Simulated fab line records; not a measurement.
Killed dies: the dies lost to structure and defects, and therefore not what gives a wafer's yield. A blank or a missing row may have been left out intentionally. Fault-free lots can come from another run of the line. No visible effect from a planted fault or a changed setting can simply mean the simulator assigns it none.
The tool behind it: which one? -- flow n5-finfet -- Sampling: 11 lots, 31 wafers, 4 of 1938 route steps

== WHAT THE GAUGES READ, wafer by wafer ==
N5_BEOL_M4_RC_MEAS_101.
lot,measured,on,RS_PWELL (ohm/sq)
L923,day 8 06:41,prober-02,2999 2999
L924,day 8 08:42,prober-02,2990 3002 2976
L925,day 9 04:30,prober-02,3001 2972 3002
L927,day 9 09:05,prober-01,2989 3023 3010
L931,day 10 07:07,prober-01,3053 3032
L932,day 10 21:11,prober-02,3050 3007 3017
L933,day 11 01:13,prober-01,2995 3005 2991
L934,day 11 03:32,prober-01,3021 3041 3023
L942,day 13 02:31,prober-02,2275 2273 2288
L944,day 13 17:52,prober-01,2259 2255 2236
L945,day 14 04:28,prober-02,3013 3016 3010

== WHICH TOOL RAN EACH LOT (tool, then ch and the chambers of the sampled wafers, then the start) ==
lot,N5_ZERO_LAYER_ETCH_18,N5_WELL_APT_IMPLANT_32,N5_PMOS_HMC_CHANNEL_EPI_CMP_21
L923,"rie-si-03 ch 2,3, day 1 12:48","implanter-01 ch 0, day 1 15:14","cmp-01 ch 1,2, day 1 19:32"
L924,"rie-si-02 ch 1,3, day 1 18:47","implanter-02 ch 0, day 1 21:39","cmp-04 ch 1,2, day 2 01:30"
L925,"rie-si-02 ch 1,2,3, day 2 00:55","implanter-01 ch 0, day 2 03:58","cmp-02 ch 0,1,2, day 2 08:13"
L927,"rie-si-02 ch 0,1,3, day 2 13:02","implanter-01 ch 0, day 2 15:31","cmp-01 ch 0,2,3, day 2 19:38"
L931,"rie-si-03 ch 0,3, day 3 12:58","implanter-02 ch 0, day 3 15:37","cmp-01 ch 1,2, day 3 20:23"
L932,"rie-si-03 ch 0,1,2, day 3 18:55","implanter-01 ch 0, day 4 00:15","cmp-01 ch 0,3, day 4 04:31"
L933,"rie-si-06 ch 0,2,3, day 4 00:50","implanter-02 ch 0, day 4 04:33","cmp-01 ch 0,1,3, day 4 08:52"
L934,"rie-si-06 ch 0,1,3, day 4 06:55","implanter-02 ch 0, day 4 09:18","cmp-01 ch 1,2, day 4 13:35"
L942,"rie-si-02 ch 1,2,3, day 6 06:56","implanter-01 ch 0, day 6 09:47","cmp-01 ch 0,2,3, day 6 14:22"
L944,"rie-si-02 ch 1,2,3, day 6 18:55","implanter-01 ch 0, day 6 21:32","cmp-02 ch 0,3, day 7 02:07"
L945,"rie-si-02 ch 1,2, day 7 00:59","implanter-02 ch 0, day 7 03:44","cmp-04 ch 0,2,3, day 7 08:32"
- N5_ZERO_LAYER_ETCH_18: etches Si in HBr/Cl2, target depth 120 nm, time 40 s.
- N5_WELL_APT_IMPLANT_32
- N5_PMOS_HMC_CHANNEL_EPI_CMP_21: polishes SiGe30, target thk 54 nm.

== THE ANSWER, worked out from the rows above alone ==
Rule: what is usual is taken from the lots themselves. The widest of any qualifying gaps counts: lots, ordered by their means at a reading, are off when they make up no more than a third of the lots, leave a main group of 4 or more, and stand apart from it by 3 or more times the standard deviation of that group's means. A main group whose means are all the same, to the digits that the tables above print for the reading, isn't used. Also off: a lot with no number at a reading for which 4 or more lots have one. Where the step has rows for the other lots, those lots are counted as sound.
Off: L942, L944, at N5_BEOL_M4_RC_MEAS_101 (RS_PWELL). Mean 3010 ohm/sq and standard deviation 17 in the main group.
If a tool, at a process step before that reading, ran all the lots that are off and no sound lot after the first of them, it fits. The gauges at N5_BEOL_M4_RC_MEAS_101 are tried like those tools. One fits: implanter-01 at N5_WELL_APT_IMPLANT_32. A fault onset in the window from L932 (day 4 00:15, its last sound lot) to L942 (day 6 09:47, its first lot off) fits.

== WHAT WAS PUT IN BY THE SIMULATOR ==
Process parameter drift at N5_WELL_APT_IMPLANT_32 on implanter-01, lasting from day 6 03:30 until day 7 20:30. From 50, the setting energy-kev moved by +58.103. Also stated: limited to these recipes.
Lots struck among those shown: L942, L944. The same result came from the rule above.
